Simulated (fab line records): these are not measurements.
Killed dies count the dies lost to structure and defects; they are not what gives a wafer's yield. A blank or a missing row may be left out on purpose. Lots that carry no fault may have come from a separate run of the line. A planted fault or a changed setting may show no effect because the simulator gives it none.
fab line records	flow n5-finfet
record: lots: 3	wafers: 9	last-day: 16
route steps=1938 shown GATE_CUT@465 BEOL_M4@1111
lots untouched by any fault: they come from a run of this same line in which no faults occurred
start-h: hours from the record's opening day to when the first of the lot's shown wafers began	wait-h: how many hours have passed since the lot's step before this one	" same as the row above	L1.1+2: a single row standing in for several wafers	- no value, or no start given	* or withheld: withheld	< > ~ a bound
route shown NAME@n: NAME is a module with steps in the file, n the number in the route of the first one	usual: mean/standard deviation of fault-free wafers	same: alike in all rows	chamber/n: place in a boat	sites: per-site readings	_std_site: the standard deviation of these	_edge_site: mean of outer sites minus mean of inner sites	radius-mm: for every site, how far away it sits from the centre of the wafer	mask NAME#n: copy n	behind: the tool/chamber that last shaped the wafer	hold: why the lot was held/for how many hours/how that ended	device: which transistor (n, p or np) failed to switch	end of line: at the end of the route, the tests of the same wafers	for a step that has no rows: nothing shown but its recipe	killed: count of dies lost to structure and defects at first sort (not the wafer's yield)	map: a wafer's dies, marking killed ones x, the rest . and places with no die _
set.NAME: setting as actually run; set.NAME@STEP: the setting as run at that earlier step	model.NAME: the simulator's own value behind a step, which no gauge read
lots at selected steps of the route; one table per step, one row per wafer
services: when a tool's chamber went out of use (start-h, in hours from the record's first day, below 0 if earlier), for how many hours, and the reason
== steps ==
step: N5_GATE_CUT_ETCHBACK_00
recipe: chemistry: SF6/Cl2	target: W	pressure-mtorr: 8	icp-w: 900	bias-w: 80	SF6_flow_sccm: 40	Cl2_flow_sccm: 60
step: N5_GATE_CUT_ETCH_56
recipe: chemistry: Cl2/Ar	target: TiN	target-depth-a: 216	pressure-mtorr: 10	icp-w: 600	bias-w: 60	Cl2_flow_sccm: 40	Ar_flow_sccm: 60
step: N5_GATE_CUT_ETCHBACK_30
recipe: chemistry: Cl2/Ar	target: TiN	target-depth-a: 30	mode: isotropic	pressure-mtorr: 10	icp-w: 600	bias-w: 60	Cl2_flow_sccm: 40	Ar_flow_sccm: 60
step: N5_GATE_CUT_VAPOR_ETCH_60
recipe: chemistry: BCl3/Cl2	target: HfO2	mode: isotropic
step: N5_GATE_CUT_ETCH_58
recipe: chemistry: CH3F/O2	target: SiNx	target-depth-a: 170	time-s: 128.6	ion-energy-ev: 50	pressure-mtorr: 30	source-w: 415	bias-w: 21	Ar_flow_sccm: 150	CH3F_flow_sccm: 30	O2_flow_sccm: 20
step: N5_GATE_CUT_STRIP_59
recipe: chemistry: N2/H2	time-s: 20	power-w: 100	temp-c: 40	pressure-mtorr: 100	rf-frequency-hz: 6e+07	bias-power-w: 3	n2-flow-sccm: 300	h2-flow-sccm: 300
step: N5_GATE_CUT_PRECLEAN_31
recipe: temp-c: 23	chemistry: DIW	time-s: 300
step: N5_GATE_CUT_SRD_32
recipe: time-s: 30	temp-c: 23	rinse-liquid: diw	dry: ipa-marangoni
step: N5_GATE_CUT_SAC_CAP_01
recipe: material: SiNx	target-thk-a: 240	temp-c: 400	ald-precursor-family: SiH2I2	ald-co-reactant: N2/H2-plasma	pulse-time-s: 1	ald-cycles: 480	purge-time-s: 2	co-reactant-purge-time-s: 2	pressure-torr: 2
step: N5_GATE_CUT_PECVD_57
recipe: material: SiNx	target-thk-a: 210	temp-c: 400	precursor: SiH4/NH3/N2	pressure-torr: 1.5	rf-w: 300
step: N5_GATE_CUT_CMP_02
recipe: stop-on: SiO2	t-overpolish-s: 12.7	post-cmp-clean: alkaline-brush	down-force-psi: 2.5	platen-rpm: 51.8	pad-velocity-m-s: 1.0307	target-thk-nm: 0
step: N5_GATE_CUT_HM_DEP_46
recipe: material: SiO2	target-thk-a: 1300	temp-c: 400	precursor: TEOS/O2	pressure-torr: 6.5	rf-w: 900	teos-flow-sccm: 161.4	gas: O2	flow-sccm: 2650	time-s: 26.6
usual: heater-power-w: 608/120	showerhead-plenum-p-Torr: 8.37/0.038	throttle-valve-pct: 19.2/0.8
lot.wafer	tool	chamber	start-h	wait-h	heater-power-w	showerhead-plenum-p-Torr	since-wet-clean-h	throttle-valve-pct	model.SiO2_of_GATE_CUT_HM_DEP_46.thk-nm
L866.3	pecvd-01	1	95.12	0.0	427	8.34	1887	20.7	129.6
L866.4	"	1	"	"	430	8.35	-	20.3	129
L866.6	"	2	"	"	774	8.40	-	19.4	131
L870.1	pecvd-01	1	120.45	0.0	508	8.34	1912	20.6	127.8
L870.2	"	0	"	"	675	8.39	1187	19.0	122.6
L870.4	"	1	"	"	520	8.32	-	20.8	130.2
L880.2	pecvd-02	0	180.02	0.0	571	8.33	703	18.3	129
L880.4	"	0	"	"	572	8.31	-	18.2	132.4
L880.5	"	1	"	"	731	8.38	-	18.3	132.4
step: N5_GATE_CUT_COAT_34
recipe: resist: SOC	temp-c: 250	time-s: 60	spin-rpm: 1500	resist-thk-nm: 60
step: N5_GATE_CUT_COAT_35
recipe: resist: SiARC	temp-c: 220	time-s: 60	spin-rpm: 1500	resist-thk-nm: 10
step: N5_GATE_CUT_COAT_27
recipe: resist: underlayer	temp-c: 205	time-s: 60	spin-rpm: 1500	resist-thk-nm: 10
step: N5_GATE_CUT_COAT_07
recipe: resist: CAR-EUV	spin-rpm: 1500	resist-thk-nm: 30
step: N5_GATE_CUT_EBR_09
recipe: solvent: PGMEA	ebr-width-mm: 1.5
step: N5_GATE_CUT_SOFTBAKE_08
recipe: temp-c: 110	time-s: 60	resist: CAR-EUV
step: N5_GATE_CUT_EXPOSE_10
recipe: mask-id: GATE_CUT	na: 0.33	source-shape: annular	sigma-inner: 0.35	sigma-outer: 0.8	polarization: unpolarized	target-cd-nm: 20	dose-mj: 43.25
step: N5_GATE_CUT_PEB_11
recipe: peb-temp-c: 100	peb-time-s: 60	resist: CAR-EUV
step: N5_GATE_CUT_DEVELOP_12
recipe: develop-time-s: 30	developer: TMAH	resist: CAR-EUV	rinse-liquid: surfactant-rinse	dry: air-spin	dev-temp-c: 23
step: N5_GATE_CUT_DESCUM_18
recipe: chemistry: O2	time-s: 7	source-power-w: 50	bias-power-w: 20	pressure-mtorr: 20	rf-frequency-hz: 2.712e+07	temp-c: 40	resist: CAR-EUV	o2-flow-sccm: 225
step: N5_GATE_CUT_ETCH_28
recipe: chemistry: N2/H2	target: underlayer	target-depth-a: 130	mask-material: CAR-EUV	time-s: 10.4	ion-energy-ev: 200	pressure-mtorr: 30	source-w: 840	bias-w: 150	n2-flow-sccm: 200	h2-flow-sccm: 200	ends: cleared
step: N5_GATE_CUT_ETCH_36
recipe: chemistry: CF4	target: SiARC	target-depth-a: 130	mask-material: CAR-EUV	time-s: 21.7	ion-energy-ev: 80	pressure-mtorr: 40	source-w: 545	bias-w: 36	Ar_flow_sccm: 100	cf4-flow-sccm: 100	ends: cleared
step: N5_GATE_CUT_ETCH_37
recipe: chemistry: N2/H2	target: SOC	target-depth-a: 600	overetch-a: 120	mask-material: SiARC	temp-c: 40	time-s: 90	ion-energy-ev: 200	pressure-mtorr: 30	source-w: 840	bias-w: 150	n2-flow-sccm: 200	h2-flow-sccm: 200
step: N5_GATE_CUT_STRIP_38
recipe: chemistry: N2/H2	temp-c: 40	n2-flow-sccm: 200	h2-flow-sccm: 200	rf-frequency-hz: 6e+07
step: N5_GATE_CUT_STRIP_39
recipe: chemistry: N2/H2	temp-c: 40	n2-flow-sccm: 200	h2-flow-sccm: 200	rf-frequency-hz: 6e+07
step: N5_GATE_CUT_HM_OPEN_40
recipe: chemistry: C4F6/O2	target: SiO2	mask-material: SiARC	target-depth-a: 1390	time-s: 85.1	ion-energy-ev: 250	pressure-mtorr: 30	source-w: 345	bias-w: 185	Ar_flow_sccm: 300	C4F6_flow_sccm: 10	O2_flow_sccm: 10	ends: cleared
usual: chamber-pressure-mTorr: 29.998/0.028	drypump-motor-current-A: 5.7/0.6	etch-rf-on-time-s: 93.3/1.8	oes-product-au: 0.75/0.087	rf-vpp-V: 669/6	showerhead-plenum-p-Torr: 2.86/0.095	throttle-valve-pct: 20.93/0.18
lot.wafer	tool	chamber	start-h	wait-h	chamber-pressure-mTorr	drypump-motor-current-A	etch-rf-on-time-s	oes-product-au	rf-hours-counter-h	rf-vpp-V	showerhead-plenum-p-Torr	throttle-valve-pct	model.etch.depth-nm	model.SOC_of_GATE_CUT_COAT_34.thk-nm
L866.3	rie-diel-06	0	95.87	0.0	29.962	6.2	90.8	0.90	1	665	2.92	20.68	129.6	32.8
L866.4	"	3	"	"	29.991	5.1	93.8	0.66	179	667	2.72	21.24	129	33
L866.6	"	0	"	"	29.981	6.2	91.8	0.89	-	666	2.92	20.70	131	32.4
L870.1	rie-diel-01	1	121.75	0.0	29.911	6.8	91.6	0.77	56	654	2.89	20.80	127.8	33.2
L870.2	"	3	"	"	29.982	5.4	90.7	0.61	240	664	2.82	20.92	122.6	34.4
L870.4	"	2	"	"	30.016	4.9	93.0	0.71	126	669	2.76	20.98	130.2	33
L880.2	rie-diel-06	3	180.64	0.0	29.948	5.1	93.8	0.65	202	669	2.71	21.29	129.1	33
L880.4	"	0	"	"	29.951	6.2	93.9	0.83	25	665	2.91	20.73	132.4	32
L880.5	"	2	"	"	30.018	6.6	93.6	0.86	-	676	2.91	20.99	132.4	32.2
step: N5_GATE_CUT_STRIP_41
recipe: chemistry: CF4	resist: SiARC	power-w: 300	bias-power-w: 75	pressure-mtorr: 50	cf4-flow-sccm: 150	rf-frequency-hz: 6e+07
step: N5_GATE_CUT_STRIP_42
recipe: chemistry: O2	power-w: 400	temp-c: 40	pressure-mtorr: 30	rf-frequency-hz: 6e+07	bias-power-w: 0	overash-fraction: 0.3	o2-flow-sccm: 225
step: N5_GATE_CUT_ETCH_19
recipe: chemistry: CH3F/O2	target: SiNx	mask-material: SiO2	target-depth-a: 537	time-s: 76.7	pressure-mtorr: 30	source-w: 395	bias-w: 73	Ar_flow_sccm: 150	CH3F_flow_sccm: 30	O2_flow_sccm: 20	ion-energy-ev: 120	ends: cleared
step: N5_GATE_CUT_CUT_ETCH_53
recipe: chemistry: SF6/Cl2	target: W	mask-material: SiO2	target-depth-a: 792	pressure-mtorr: 8	icp-w: 900	bias-w: 80	SF6_flow_sccm: 40	Cl2_flow_sccm: 60	ends: cleared
step: N5_GATE_CUT_CUT_ETCH_54
recipe: chemistry: Cl2/BCl3	target: TiN	mask-material: SiO2	target-depth-a: 967	pressure-mtorr: 10	icp-w: 1000	bias-w: 126	Cl2_flow_sccm: 53.25	bcl3-flow-sccm: 21.75	Ar_flow_sccm: 25	ends: cleared
step: N5_GATE_CUT_CUT_ETCH_55
recipe: chemistry: BCl3	target: HfO2	mask-material: SiO2	target-depth-a: 32	ion-energy-ev: 30	pressure-mtorr: 5	icp-w: 450	bias-w: 18	bcl3-flow-sccm: 80
step: N5_GATE_CUT_ETCH_47
recipe: chemistry: Cl2/BCl3	target: SiO2	target-depth-a: 100	pressure-mtorr: 10	icp-w: 1000	bias-w: 126	Cl2_flow_sccm: 53.25	bcl3-flow-sccm: 21.75	Ar_flow_sccm: 25
step: N5_GATE_CUT_VAPOR_ETCH_48
recipe: chemistry: BCl3/Cl2	target: TiN	mode: isotropic
step: N5_GATE_CUT_VAPOR_ETCH_49
recipe: chemistry: BCl3/Cl2	target: TiAlC	mode: isotropic
step: N5_GATE_CUT_VAPOR_ETCH_51
recipe: chemistry: BCl3/Cl2	target: HfO2	mode: isotropic
step: N5_GATE_CUT_THK_MEAS_24
recipe: reads: SiO2_of_GATE_CUT_HM_DEP_46+SiO2_flowable_of_ILD0_FCVD_FILL_01
usual: GC_FILL_THK: 220.1/1.7
lot.wafer	tool	chamber	start-h	wait-h	GC_FILL_THK[nm]
L866.3	film-metro-02	-	98.33	-	220.6
L866.4	"	-	"	"	218.5
L866.6	"	-	"	"	220.4
L870.1	film-metro-01	-	124.78	-	216.0
L870.2	"	-	"	"	212.9
L870.4	"	-	"	"	219.5
L880.2	film-metro-02	-	183.10	-	219.7
L880.4	"	-	"	"	223.1
L880.5	"	-	"	"	223.3
step: N5_GATE_CUT_CMP_43
recipe: material: SiO2	post-cmp-clean: rinse-only
usual: motor-current-A: 12.3/0.92	retaining-ring-pressure-frac: 1.000/0.0052	slurry-filter-dp-kPa: 13.51/0.13
lot.wafer	tool	chamber	start-h	wait-h	motor-current-A	retaining-ring-pressure-frac	slurry-filter-dp-kPa	model.SiO2_of_GATE_CUT_HM_DEP_46.thk-nm
L866.3	cmp-01	2	98.44	0.1	11.8	1.006	13.57	5
L866.4	"	3	"	"	13.3	0.997	13.48	5
L866.6	"	1	"	"	13.7	0.998	13.58	5
L870.2	cmp-04	0	124.81	0.0	12.8	1.004	13.44	4.6
L870.4	"	2	"	"	10.6	1.001	13.60	5
L870.1	"	3	"	"	13.0	1.002	13.62	4.8
L880.4	cmp-01	0	183.29	0.2	11.7	0.994	13.52	5.2
L880.2	"	1	"	"	13.0	0.989	13.81	5
L880.5	"	3	"	"	13.5	0.997	13.79	5.2
step: N5_BEOL_M4_RC_MEAS_101
usual: DIBL_N: 36.4/1.4	DIBL_P: 36.4/1.5	IOFF_N: 0.156/0.022	IOFF_P: 0.210/0.023	ION_N: 675/9.1	ION_P: 463/5.7	SS_N: 71.6/0.45	SS_P: 73.3/0.56	VT_N: 250/3.1	VT_P: -250.3/2.3
lot.wafer	tool	chamber	start-h	wait-h	DIBL_N[mV/V]	DIBL_P[mV/V]	IOFF_N[nA/um]	IOFF_P[nA/um]	ION_N[uA/um]	ION_P[uA/um]	SS_N[mV/dec]	SS_P[mV/dec]	VT_N[mV]	VT_P[mV]
L866.3	prober-02	0	222.31	0.3	34.3	35.7	0.142	0.197	676	461	71.1	73.2	250	-248.7
L866.4	"	0	"	"	35.4	36.7	0.159	0.208	681	459	71.0	72.6	248	-250.5
L866.6	"	0	"	"	35.1	36.3	0.151	0.209	669	460	70.4	73.2	248	-247.9
L870.1	prober-02	0	229.14	0.0	37.9	36.2	0.180	0.247	684	470	72.6	73.3	247	-248.2
L870.2	"	0	"	"	37.3	34.4	0.163	0.216	680	467	71.3	73.3	251	-248.5
L870.4	"	0	"	"	35.8	32.9	0.134	0.194	671	466	71.1	73.5	251	-248.8
L880.2	prober-01	0	289.78	0.2	38.1	38.4	0.167	0.220	678	463	71.5	73.4	249	-250.6
L880.4	"	0	"	"	38.1	39.1	0.174	0.231	682	470	71.3	73.8	251	-248.8
L880.5	"	0	"	"	38.7	39.1	0.185	0.227	684	466	72.0	72.6	248	-251.4
== services ==
tool	chamber	start-h	hours	kind
rie-diel-06	0	73.30	-	clean
rie-diel-06	0	73.30	-	consumable-replace:focus-ring
rie-diel-06	0	73.30	18.6	scheduled-down
rie-diel-06	0	73.30	18.6	vent-cycle
cmp-04	-	80.15	4.5	pm
pecvd-02	0	83.53	2.1	scheduled-down
rie-diel-06	-	92.89	0.4	repair
cmp-01	-	93.90	1.4	repair
pecvd-01	2	100.32	2.1	scheduled-down
rie-diel-06	2	114.51	5.9	repair
rie-diel-06	-	116.53	12.6	repair
cmp-04	-	118.72	4.0	pm
cmp-04	-	122.72	-	consumable-replace:conditioner
cmp-04	-	122.72	-	consumable-replace:pad
rie-diel-06	2	130.34	-	clean
rie-diel-06	2	130.34	-	consumable-replace:focus-ring
rie-diel-06	2	130.34	22.1	scheduled-down
rie-diel-06	2	130.34	22.1	vent-cycle
pecvd-02	-	149.75	5.7	repair
rie-diel-01	3	152.84	-	clean
rie-diel-01	3	152.84	-	consumable-replace:focus-ring
rie-diel-01	3	152.84	19.1	scheduled-down
pecvd-01	0	174.52	5.0	scheduled-down
pecvd-01	1	179.52	2.1	scheduled-down
== key ==
first-sign: step: N5_GATE_CUT_THK_MEAS_24	reading: GC_FILL_THK	direction: down	sigmas: 4.1	usual: 220.1	struck: 212.9
effect none on later readings
model-effect: step: N5_GATE_CUT_HM_DEP_46	value: SiO2_of_GATE_CUT_HM_DEP_46.thk-nm	without: 128.2	struck: 122.6
model-effect: step: N5_GATE_CUT_HM_OPEN_40	value: etch.depth-nm	without: 128.3	struck: 122.6
model-effect: step: N5_GATE_CUT_CMP_43	value: SiO2_of_GATE_CUT_HM_DEP_46.thk-nm	without: 5	struck: 4.6
met-at N5_GATE_CUT_HM_DEP_46
struck-wafers L870.2
onset-between 95.12 120.45
fault: kind: process-parameter-drift	tool: pecvd-01	chamber: -	onset-h: 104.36	steps: N5_GATE_CUT_HM_DEP_46	channel: time-s	offset: *	shape: step	end-h: 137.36	scope: struck-wafers-only	acts-in: *	stated: *
